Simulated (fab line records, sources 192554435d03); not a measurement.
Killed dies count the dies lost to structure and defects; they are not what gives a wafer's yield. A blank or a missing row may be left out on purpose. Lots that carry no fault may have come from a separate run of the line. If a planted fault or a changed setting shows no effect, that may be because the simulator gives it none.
fab line records	flow n5_finfet
[record] lots = 11	wafers = 33	last_day = 18
route steps=1938 shown BEOL_M1@813 BEOL_M4@1111 PASSIVATION@1936
lots that met no fault: taken from a fault-free run of the same line
start_h: hours from the record's first day to the start of the lot's first wafer shown	wait_h: how many hours have passed since the lot's step before this one	" unchanged from the row above	L1.1+2: one row covering several wafers at once	- value missing, or start not given	* or withheld: withheld	< > ~ a bound
route shown NAME@n: a module of which the file shows steps, and the number in the route of the first	usual: mean/standard deviation taken from wafers without a fault	same: alike in all rows	chamber/n: place in a boat	sites: per-site readings	_std_site: the standard deviation of these	_edge_site: mean of outer sites minus mean of inner sites	radius_mm: how far each site lies from the wafer's centre	mask NAME#n: copy n	behind: the last tool/chamber to shape the wafer	hold: why the lot was held/for how many hours/how that ended	device: which transistor (n, p or np) failed to switch	end of line: the route-end tests of the same wafers	step lacking rows: just its recipe	killed: not the wafer's yield, but the dies lost to structure and defects at the first sort	map: shows each die of a wafer: x if killed, . if not, _ if none is there
set.NAME: the setting as run; set.NAME@STEP: as run at that earlier step	model.NAME: the simulator's own value behind a step, which no gauge read
one table for each step of the route and one row for each wafer, over a sample of lots
services: from which hour (start_h, from the record's first day; less than 0 if before it) a tool's chamber was out of use, for how many hours, and why
[[steps]]
[step N5_BEOL_M1_CVD_47]
[recipe] material = Co	target_thk_a = 30	temp_c = withheld	precursor = CCTBA/H2	pressure_torr = 30	time_s = 223.8
[usual] run_length_s = 246.6/0.82
lot.wafer	tool	chamber	start_h	wait_h	run_length_s
L314.1	cvd_co-02	2	136.48	0.0	247.2
L314.2	"	1	"	"	246.5
L314.3	"	0	"	"	248.0
L317.3	cvd_co-01	0	144.09	0.3	246.1
L317.4	"	1	"	"	246.3
L317.6	"	2	"	"	246.2
L315.3	cvd_co-01	2	148.05	0.0	246.1
L315.4	"	1	"	"	246.3
L315.6	"	2	"	"	246.0
L316.3	cvd_co-02	1	148.19	0.1	246.3
L316.4	"	2	"	"	247.4
L316.6	"	0	"	"	248.3
L321.1	cvd_co-02	2	169.26	0.2	247.1
L321.2	"	0	"	"	248.5
L321.5	"	2	"	"	247.1
L322.1	cvd_co-01	2	174.31	0.3	246.0
L322.4	"	0	"	"	243.7
L322.5	"	2	"	"	244.6
L325.2	cvd_co-01	0	201.65	0.1	245.5
L325.4	"	0	"	"	243.6
L325.6	"	2	"	"	246.3
L332.2	cvd_co-02	0	241.94	0.0	247.5
L332.5	"	2	"	"	247.1
L332.6	"	0	"	"	248.3
L335.2	cvd_co-02	1	253.68	0.1	247.2
L335.4	"	2	"	"	248.2
L335.5	"	0	"	"	247.7
L336.1	cvd_co-02	2	255.72	0.0	247.2
L336.2	"	0	"	"	247.7
L336.4	"	2	"	"	247.7
L337.4	cvd_co-02	2	272.07	0.1	247.3
L337.5	"	1	"	"	246.3
L337.6	"	0	"	"	247.5
[step N5_BEOL_M1_SPUTTER_79]
[recipe] material = Cu	target_thk_a = 45	temp_c = -20	chamber_pressure_pa = 0.07	power_w = withheld	time_s = 8.29
[usual] chamber_pressure_pa = 0.07001/0.00014	chuck_gas_flow_sccm = 1.25/0.052	throttle_valve_pct = 29.7/1
lot.wafer	tool	chamber	start_h	wait_h	chamber_pressure_pa	chuck_gas_flow_sccm	throttle_valve_pct
L314.1	pvd_sputter-01	-	136.86	0.1	0.06994	1.30	31.5
L314.2	"	-	"	"	0.06986	1.20	29.1
L314.3	"	-	"	"	0.06982	1.26	30.0
L317.3	pvd_sputter-02	-	145.67	0.1	0.07007	1.23	29.3
L317.4	"	-	"	"	0.0702	1.27	30.1
L317.6	"	-	"	"	0.06995	1.19	30.4
L315.3	pvd_sputter-01	-	148.43	0.1	0.07022	1.13	28.5
L315.4	"	-	"	"	0.06994	1.31	30.5
L315.6	"	-	"	"	0.07021	1.29	30.5
L316.3	pvd_sputter-02	-	148.66	0.1	0.06991	1.26	30.3
L316.4	"	-	"	"	0.07028	1.28	28.7
L316.6	"	-	"	"	0.06986	1.24	29.6
L321.1	pvd_sputter-03	-	169.64	0.1	0.07	1.21	28.2
L321.2	"	-	"	"	0.06991	1.31	30.1
L321.5	"	-	"	"	0.07004	1.15	29.3
L322.1	pvd_sputter-03	-	176.07	0.1	0.06984	1.29	29.1
L322.4	"	-	"	"	0.06982	1.20	27.8
L322.5	"	-	"	"	0.07027	1.18	29.7
L325.2	pvd_sputter-01	-	202.18	0.1	0.07001	1.22	28.9
L325.4	"	-	"	"	0.06985	1.27	28.5
L325.6	"	-	"	"	0.07021	1.21	31.2
L332.2	pvd_sputter-03	-	242.31	0.1	0.07011	1.26	29.7
L332.5	"	-	"	"	0.07004	1.19	28.3
L332.6	"	-	"	"	0.06994	1.36	29.7
L335.2	pvd_sputter-01	-	254.29	0.1	0.07	1.27	31.4
L335.4	"	-	"	"	0.06988	1.30	28.3
L335.5	"	-	"	"	0.06995	1.18	30.5
L336.1	pvd_sputter-02	-	256.10	0.1	0.06974	1.25	29.6
L336.2	"	-	"	"	0.07007	1.26	30.1
L336.4	"	-	"	"	0.06974	1.31	30.7
L337.4	pvd_sputter-01	-	272.40	0.1	0.06988	1.22	31.0
L337.5	"	-	"	"	0.07016	1.29	28.9
L337.6	"	-	"	"	0.06996	1.28	31.4
[step N5_BEOL_M1_ANNEAL_82]
[recipe] temp_c = 400	time_s = 240	ambient = vacuum
[usual] heater_power_w = 872/150
lot.wafer	tool	chamber	start_h	wait_h	heater_power_w
L314.1	pvd_sputter-01	-	137.16	0.0	812
L314.2	"	-	"	"	843
L314.3	"	-	"	"	720
L317.3	pvd_sputter-02	-	145.97	0.0	914
L317.4	"	-	"	"	1020
L317.6	"	-	"	"	1046
L315.3	pvd_sputter-01	-	148.73	0.0	829
L315.4	"	-	"	"	722
L315.6	"	-	"	"	719
L316.3	pvd_sputter-02	-	148.96	0.0	989
L316.4	"	-	"	"	690
L316.6	"	-	"	"	928
L321.1	pvd_sputter-03	-	169.94	0.0	1177
L321.2	"	-	"	"	847
L321.5	"	-	"	"	754
L322.1	pvd_sputter-03	-	176.37	0.0	752
L322.4	"	-	"	"	1214
L322.5	"	-	"	"	857
L325.2	pvd_sputter-01	-	202.48	0.0	824
L325.4	"	-	"	"	812
L325.6	"	-	"	"	834
L332.2	pvd_sputter-03	-	242.61	0.0	832
L332.5	"	-	"	"	1195
L332.6	"	-	"	"	773
L335.2	pvd_sputter-01	-	254.59	0.0	833
L335.4	"	-	"	"	843
L335.5	"	-	"	"	737
L336.1	pvd_sputter-02	-	256.40	0.0	916
L336.2	"	-	"	"	1029
L336.4	"	-	"	"	1024
L337.4	pvd_sputter-01	-	272.70	0.0	815
L337.5	"	-	"	"	847
L337.6	"	-	"	"	819
[step N5_BEOL_M1_ANNEAL_87]
[recipe] temp_c = 400	time_s = 240	ambient = vacuum
[usual] heater_power_w = 871/150
lot.wafer	tool	chamber	start_h	wait_h	heater_power_w
L314.1	pvd_sputter-01	-	137.38	0.0	818
L314.2	"	-	"	"	863
L314.3	"	-	"	"	731
L317.3	pvd_sputter-02	-	146.19	0.0	921
L317.4	"	-	"	"	1044
L317.6	"	-	"	"	1035
L315.3	pvd_sputter-01	-	148.95	0.0	836
L315.4	"	-	"	"	712
L315.6	"	-	"	"	734
L316.3	pvd_sputter-02	-	149.18	0.0	988
L316.4	"	-	"	"	675
L316.6	"	-	"	"	936
L321.1	pvd_sputter-03	-	170.16	0.0	1198
L321.2	"	-	"	"	852
L321.5	"	-	"	"	784
L322.1	pvd_sputter-03	-	176.59	0.0	769
L322.4	"	-	"	"	1149
L322.5	"	-	"	"	834
L325.2	pvd_sputter-01	-	202.70	0.0	860
L325.4	"	-	"	"	819
L325.6	"	-	"	"	822
L332.2	pvd_sputter-03	-	242.83	0.0	815
L332.5	"	-	"	"	1189
L332.6	"	-	"	"	768
L335.2	pvd_sputter-01	-	254.81	0.0	805
L335.4	"	-	"	"	836
L335.5	"	-	"	"	739
L336.1	pvd_sputter-02	-	256.62	0.0	915
L336.2	"	-	"	"	991
L336.4	"	-	"	"	1019
L337.4	pvd_sputter-01	-	272.92	0.0	811
L337.5	"	-	"	"	856
L337.6	"	-	"	"	805
[step N5_BEOL_M4_RC_MEAS_101]
[usual] DIBL_N = 36.9/1.7	DIBL_P = 36.7/2.1	IOFF_N = 0.17/0.032	IOFF_P = 0.22/0.036	ION_N = 674/12	ION_P = 461/7	SS_N = 71.7/0.6	SS_P = 73.4/0.67	VT_N = 249/3.1	VT_P = -250/3.2
lot.wafer	tool	chamber	start_h	wait_h	DIBL_N[mV/V]	DIBL_P[mV/V]	IOFF_N[nA/um]	IOFF_P[nA/um]	ION_N[uA/um]	ION_P[uA/um]	SS_N[mV/dec]	SS_P[mV/dec]	VT_N[mV]	VT_P[mV]
L314.1	prober-01	0	169.52	0.0	35.5	35.5	0.14	0.18	657	448	71.7	72.8	253	-254
L314.2	"	0	"	"	36.4	36.6	0.15	0.20	674	464	71.3	73.2	254	-251
L314.3	"	0	"	"	35.7	34.9	0.14	0.18	666	456	70.9	73.1	250	-251
L317.3	prober-02	0	182.21	0.3	32.8	32.8	0.12	0.17	660	454	70.6	72.8	255	-252
L317.4	"	0	"	"	35.9	35.1	0.16	0.20	663	454	71.8	72.8	250	-252
L317.6	"	0	"	"	34.4	32.9	0.14	0.17	652	446	71.6	72.2	252	-251
L316.3	prober-02	0	186.05	0.3	35.1	33.9	0.13	0.15	653	449	70.7	73.5	251	-257
L316.4	"	0	"	"	37.2	36.8	0.17	0.19	682	455	71.6	73.1	251	-255
L316.6	"	0	"	"	37.5	35.1	0.17	0.16	677	451	71.5	73.5	248	-256
L315.3	prober-02	0	192.31	0.3	37.7	37.5	0.18	0.22	674	463	71.6	73.8	250	-249
L315.4	"	0	"	"	36.5	35.6	0.16	0.19	666	456	71.3	73.2	250	-252
L315.6	"	0	"	"	36.5	36.0	0.16	0.19	676	453	71.7	73.5	250	-252
L321.1	prober-01	0	200.16	0.0	36.3	36.9	0.17	0.23	685	471	71.0	73.6	245	-246
L321.2	"	0	"	"	35.7	35.5	0.14	0.21	662	460	71.5	73.7	250	-250
L321.5	"	0	"	"	37.0	37.6	0.17	0.25	676	467	71.1	72.9	248	-246
L322.1	prober-01	0	212.24	0.0	37.3	36.5	0.18	0.22	679	461	71.7	73.2	246	-251
L322.4	"	0	"	"	37.0	36.0	0.16	0.20	680	460	71.1	72.8	250	-249
L322.5	"	0	"	"	39.7	37.1	0.23	0.23	675	452	72.8	73.7	244	-251
L325.2	prober-01	0	231.92	0.2	36.1	35.3	0.15	0.22	668	466	71.4	72.6	250	-246
L325.4	"	0	"	"	34.8	34.0	0.13	0.19	656	457	70.9	71.8	253	-252
L325.6	"	0	"	"	35.1	34.4	0.14	0.19	665	459	71.9	72.7	252	-249
L332.2	prober-02	0	279.27	0.2	36.3	35.0	0.17	0.26	681	470	71.5	72.7	247	-245
L332.5	"	0	"	"	34.8	33.8	0.13	0.23	668	469	71.8	72.6	254	-245
L332.6	"	0	"	"	37.2	35.8	0.18	0.26	681	471	71.3	73.8	247	-245
L335.2	prober-02	0	293.19	0.2	35.5	34.9	0.14	0.19	673	462	72.0	73.8	254	-250
L335.4	"	0	"	"	32.0	30.8	0.10	0.14	651	452	69.8	72.5	255	-255
L335.5	"	0	"	"	35.6	34.9	0.14	0.20	667	462	71.3	73.7	255	-251
L336.1	prober-02	0	295.20	0.0	37.5	38.7	0.20	0.28	681	473	72.4	74.4	244	-247
L336.2	"	0	"	"	38.9	40.3	0.23	0.30	696	471	72.0	74.2	245	-243
L336.4	"	0	"	"	35.0	35.1	0.14	0.22	660	468	71.2	73.2	251	-249
L337.4	prober-01	0	312.33	0.5	39.1	38.5	0.18	0.23	663	460	71.9	74.1	251	-249
L337.5	"	0	"	"	37.7	37.1	0.16	0.22	659	458	72.1	73.7	252	-248
L337.6	"	0	"	"	39.5	39.5	0.19	0.26	681	467	72.8	73.8	251	-247
[step N5_PASSIVATION_PROBE_49]
[usual] defect_limited_yield = 91.7/1.5	killed_at_M0_to_M3 = 32/9.6	killed_at_M4_up = 13/5.3	killed_at_contacts = 12/6.8	killed_at_front_end = 36/9.8	killed_at_other = 4/3.1	killed_dies = 98/17	killed_open = 65/13	killed_short = 32/8.5	sort_bin_5_function = 4.9/0.93	sort_bin_6_memory = 3.2/0.67	sort_n_pass = 1082/17	sort_yield_pct = 91.7/1.4
[same] gross_dies = 1180	killed_at_back_side = 0	sort_bin_4_leakage[%] = 0	sort_bin_8_speed[%] = 0
lot.wafer	tool	chamber	start_h	wait_h	defect_limited_yield[%]	killed_at_M0_to_M3	killed_at_M4_up	killed_at_contacts	killed_at_front_end	killed_at_other	killed_dies	killed_open	killed_short	sort_bin_5_function[%]	sort_bin_6_memory[%]	sort_n_pass	sort_yield_pct[%]
L322.1	prober-02	-	309.88	0.0	91.3	23	24	20	34	2	103	81	22	5.2	3.3	1077	91.3
L322.4	prober-02	-	310.03	0.2	90.3	28	23	30	32	2	115	76	36	5.5	4.0	1065	90.3
L322.5	prober-02	-	310.08	0.2	89.2	31	25	31	35	5	127	70	56	6.2	4.1	1053	89.2
L325.2	prober-02	-	329.90	0.1	91.4	43	9	7	39	4	102	73	29	5.2	3.1	1078	91.4
L325.4	prober-02	-	330.00	0.2	90.8	38	23	15	32	1	109	90	19	5.3	3.8	1071	90.8
L325.6	prober-02	-	330.10	0.3	93.7	35	3	14	20	2	74	49	25	4.1	2.1	1106	93.7
// killed by level:class
L322.1 MOL_CONTACT_COAG:geometric_particle:open=16 STI_FIN_REVEAL:geometric_particle:open=12 BEOL_M4:geometric_particle:open=9 FIN_SAQP:geometric_particle:short=6 BEOL_M0_SAQP:geometric_particle:open=6 DUMMY_GATE:geometric_particle:open=5 BEOL_M0:geometric_particle:open=5 BEOL_M3:geometric_particle:open=5
L322.4 MOL_CONTACT_COAG:geometric_particle:open=25 BEOL_M4:geometric_particle:open=13 FIN_SAQP:geometric_particle:short=7 BEOL_M0_SAQP:geometric_particle:short=7 BEOL_M3:geometric_particle:open=6 STI_FIN_REVEAL:geometric_particle:open=5 MOL_CONTACT_COAG:geometric_particle:short=5 BEOL_M0_SAQP:geometric_particle:open=4
L322.5 MOL_CONTACT_COAG:geometric_particle:open=26 FIN_SAQP:geometric_particle:short=12 BEOL_M4:geometric_particle:short=10 BEOL_M0_SAQP:geometric_particle:short=10 BEOL_M4:geometric_particle:open=9 BEOL_M0_SAQP:geometric_particle:open=7 FIN_SAQP:geometric_particle:open=5 MOL_CONTACT_COAG:geometric_particle:short=5
L325.2 FIN_SAQP:geometric_particle:open=9 BEOL_M1:geometric_particle:open=8 STI_FIN_REVEAL:geometric_particle:open=8 BEOL_M0_SAQP:geometric_particle:open=8 MOL_CONTACT_COAG:geometric_particle:open=7 BEOL_M2:geometric_particle:open=7 BEOL_M3:geometric_particle:open=7 BEOL_M0_SAQP:geometric_particle:short=5
L325.4 STI_FIN_REVEAL:geometric_particle:open=17 BEOL_M4:geometric_particle:open=16 MOL_CONTACT_COAG:geometric_particle:open=14 BEOL_M3:geometric_particle:open=10 BEOL_M0_SAQP:geometric_particle:open=8 BEOL_M0_SAQP:geometric_particle:short=6 BEOL_M2:geometric_particle:open=4 BEOL_M1:geometric_particle:open=4
L325.6 MOL_CONTACT_COAG:geometric_particle:open=9 BEOL_M0_SAQP:geometric_particle:short=8 BEOL_M0_SAQP:geometric_particle:open=7 STI_FIN_REVEAL:geometric_particle:open=5 MOL_CONTACT_COAG:geometric_particle:short=5 BEOL_M2:geometric_particle:open=5 BEOL_M3:geometric_particle:open=5 BEOL_M1:geometric_particle:open=4
[[services]]
tool	chamber	start_h	hours	kind
cvd_co-01	1	114.71	-	clean
cvd_co-01	1	114.71	22.0	scheduled_down
cvd_co-01	1	114.71	22.0	vent_cycle
pvd_sputter-03	-	124.48	12.1	repair
pvd_sputter-01	-	129.67	3.7	repair
pvd_sputter-03	-	150.18	7.7	repair
[[key]]
[first_sign] step = N5_BEOL_M1_CVD_47	reading = run_length_s	direction = down	sigmas = 3.3	usual = *	struck = *
effect none on later readings
met_at N5_BEOL_M1_CVD_47
struck_lots L322,L325
struck_wafers L322.4,L322.5,L325.4
not_acting_at N5_BEOL_M1_SPUTTER_79,N5_BEOL_M1_ANNEAL_82,N5_BEOL_M1_ANNEAL_87
onset_between 148.05 174.31
[fault] kind = process_parameter_drift	tool = cvd_co-01	chamber = -	onset_h = 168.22	steps = N5_BEOL_M1_CVD_47	channel = time_s	offset = *	shape = step	end_h = 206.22	scope = struck_wafers_only	acts_in = *	stated = *
